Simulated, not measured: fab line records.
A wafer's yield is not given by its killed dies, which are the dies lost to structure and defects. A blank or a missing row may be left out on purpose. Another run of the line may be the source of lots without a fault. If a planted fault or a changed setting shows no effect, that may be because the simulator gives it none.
Problem report in the 8D (eight disciplines) form, filled by code + flow n5-finfet + the parts of the form that need people (team, actions taken, sign-off) are left out
Where a reading is given only as a bound, like >300, the bound stands for it, and a mean or a difference that rests on one is marked > or <: the true number lies beyond.

== 1. WHAT IS WRONG ==
raw-defect-count at N5_PASSIVATION_INSPECT_57 reads a mean of >300 on 2 wafers of 2 lots; wafers without a fault read 2.0 with a standard deviation of 1.3. So: +99 or more standard deviations from the usual mean.
The step: inspects for defects (macro).
First seen on wafer L402.3, day 18 14:10, on defect-inspect-01. The record holds 18 wafers of 6 lots with a number at this step. By rule, "out" or "out of limits" means more than 4 standard deviations away from the usual mean. All remaining wafers that have a number are taken as sound.

== 2. WHAT IT IS, WHAT IT ISN'T ==
| question                    | is                                   | is not                                                              |
|-----------------------------|--------------------------------------|---------------------------------------------------------------------|
| which readings at this step | raw-defect-count                     | -                                                                   |
| which lots                  | L401, L402                           | L379, L387, L390, L391                                              |
| which wafers of those lots  | L401.4, L402.3                       | L401.1, L401.2, L402.2, L402.6                                      |
| read on which gauges        | defect-inspect-01, defect-inspect-02 | -                                                                   |
| when                        | from day 18 14:10                    | up to then (14 sound wafers); but 2 sound wafers of L401 came after |

== 3. SUSPECTS, AND WHAT RULES EACH OUT ==
Counting: any tool at a process step up to the reading remains a suspect provided it ran every lot that is out. Sound lots after the first of them don't rule it out here, since some wafers of a struck lot are sound.
- ruled out: the gauge at N5_PASSIVATION_INSPECT_57. 2 gauges (defect-inspect-01, defect-inspect-02) read the wafers that are out.
- wet-bench-03 at N5_PASSIVATION_CLEAN_71 (cleans in IPA, time 180 s): kept. Every lot that is out went through it, the first being L402 (day 18 10:56); the last sound lot it ran before that was L391 (day 15 12:07).
- prober-01 at N5_PASSIVATION_PROBE_49: kept. Every lot that is out went through it, the first being L402 (day 18 13:52); the last sound lot it ran before that was L391 (day 15 15:43). Its own readings are out on those wafers: defect-limited-yield, killed-at-other, killed-dies, sort_bin_5_function, sort-n-pass, sort-yield-pct.
Left after counting: wet-bench-03 at N5_PASSIVATION_CLEAN_71, prober-01 at N5_PASSIVATION_PROBE_49.

== 4. THE CAUSE (what the simulator had put in) ==
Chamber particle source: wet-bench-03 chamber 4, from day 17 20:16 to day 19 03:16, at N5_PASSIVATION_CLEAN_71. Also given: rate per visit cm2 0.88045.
Of the 2 suspects that counting leaves, this tool is one.

== 5. SEQUENCE OF EFFECTS, ordered by route ==
Each row: a reading whose mean over the struck wafers that have a number lies more than 3 standard deviations from the usual. Readings are gone through only where the record gives a usual standard deviation; hours: the median, over the lots, of the time from a lot's start at the first step in this table giving one to that lot's start at this step; sigmas: the change measured in usual standard deviations.
| hours | step                      | reading              | usual  | on struck wafers | change | sigmas      |
|-------|---------------------------|----------------------|--------|------------------|--------|-------------|
| 0     | N5_PASSIVATION_PROBE_49   | defect-limited-yield | 91.0 % | 82.5             | -8.5   | -5.7        |
| 0     | N5_PASSIVATION_PROBE_49   | killed-at-other      | 4      | 115              | +111   | +33         |
| 0     | N5_PASSIVATION_PROBE_49   | killed-dies          | 106    | 206              | +100   | +5.9        |
| 0     | N5_PASSIVATION_PROBE_49   | sort_bin_5_function  | 5.2 %  | 11.2             | +6.0   | +6.4        |
| 0     | N5_PASSIVATION_PROBE_49   | sort-n-pass          | 1074   | 974              | -100   | -5.9        |
| 0     | N5_PASSIVATION_PROBE_49   | sort-yield-pct       | 91.0 % | 82.5             | -8.5   | -5.7        |
| 0     | N5_PASSIVATION_INSPECT_57 | raw-defect-count     | 2.0    | >300             | >+298  | +99 or more |
Here are the process steps it includes:
- N5_PASSIVATION_PROBE_49

== 6. HOW IT WOULD HAVE BEEN CAUGHT EARLIER ==
In this record the first reading out of limits at a measuring or inspecting step was taken at day 18 14:10, 18 hours after the fault began at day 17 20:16.
By day 18 14:10 the whole set of lots that are out, 2 in number, had already begun N5_PASSIVATION_CLEAN_71 on wet-bench-03. A hold on the tool at that time would have spared none of them.
